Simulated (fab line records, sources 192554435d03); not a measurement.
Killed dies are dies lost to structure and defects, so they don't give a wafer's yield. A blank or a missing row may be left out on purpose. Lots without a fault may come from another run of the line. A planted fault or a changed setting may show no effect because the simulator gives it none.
Chamber matching | flow n5_finfet | N5_BEOL_M4_DEP_57 on pecvd-04: 3 sister chambers
The step deposits SiCN from 3MS/NH3, target thk 8 nm, time 14 s. 20 wafers are shown with their chamber, then 10 later ones without.

WAFERS WITH THEIR CHAMBER
wafer  | chamber | throttle_valve_pct (%) | showerhead_plenum_p_Torr (Torr)
L077.4 | 2       | 7.9                    | 3.665
L077.5 | 0       | 9.5                    | 3.664
L077.6 | 1       | 8.9                    | 3.684
L080.2 | 1       | 8.9                    | 3.680
L080.4 | 0       | 9.4                    | 3.672
L080.5 | 1       | 8.8                    | 3.686
L086.1 | 1       | 9.0                    | 3.679
L086.4 | 1       | 9.1                    | 3.669
L086.6 | 2       | 8.2                    | 3.671
L092.1 | 1       | 8.9                    | 3.679
L092.4 | 2       | 8.1                    | 3.671
L092.5 | 1       | 9.0                    | 3.691
L094.2 | 0       | 9.3                    | 3.662
L094.3 | 1       | 8.8                    | 3.687
L094.6 | 2       | 8.1                    | 3.675
L095.1 | 0       | 9.2                    | 3.671
L095.2 | 2       | 7.9                    | 3.668
L095.3 | 1       | 9.1                    | 3.678
L095.4 | 0       | 9.3                    | 3.674
L095.5 | 2       | 8.0                    | 3.676

SIGNATURES (means of the wafers above)
reading                  | chamber 0 | chamber 1 | chamber 2 | scatter within a chamber
throttle_valve_pct       | 9.340     | 8.944     | 8.033     | 0.116
showerhead_plenum_p_Torr | 3.66860   | 3.68144   | 3.67100   | 0.00557
Rule: a wafer's distance from a chamber is the root of the sum, over the readings, of the square of ((its reading less the chamber's mean) divided by the reading's scatter). The wafer belongs to the nearest chamber; if the next one is less than 2 further off, it can't be placed. The scatter: the root of (the sum of the squares of (reading less its chamber's mean) over the shown wafers, divided by (wafers less chambers)).

WAFERS WITHOUT THEIR CHAMBER
wafer  | throttle_valve_pct (%) | showerhead_plenum_p_Torr (Torr)
L095.6 | 8.9                    | 3.677
L097.1 | 8.2                    | 3.668
L097.2 | 9.5                    | 3.662
L097.3 | 9.1                    | 3.689
L097.4 | 8.9                    | 3.679
L097.5 | 9.2                    | 3.666
L097.6 | 8.0                    | 3.674
L096.3 | 9.6                    | 3.668
L096.4 | 9.4                    | 3.665
L096.6 | 8.1                    | 3.672

WHICH CHAMBER EACH WENT THROUGH
wafer  | from the rows above | in truth
L095.6 | 1                   | 1
L097.1 | 2                   | 2
L097.2 | 0                   | 0
L097.3 | 1                   | 1
L097.4 | 1                   | 1
L097.5 | 0                   | 0
L097.6 | 2                   | 2
L096.3 | 0                   | 0
L096.4 | 0                   | 0
L096.6 | 2                   | 2
Placed correctly: 10 of 10. Can't be placed from these rows: 0. Placed wrongly: 0.
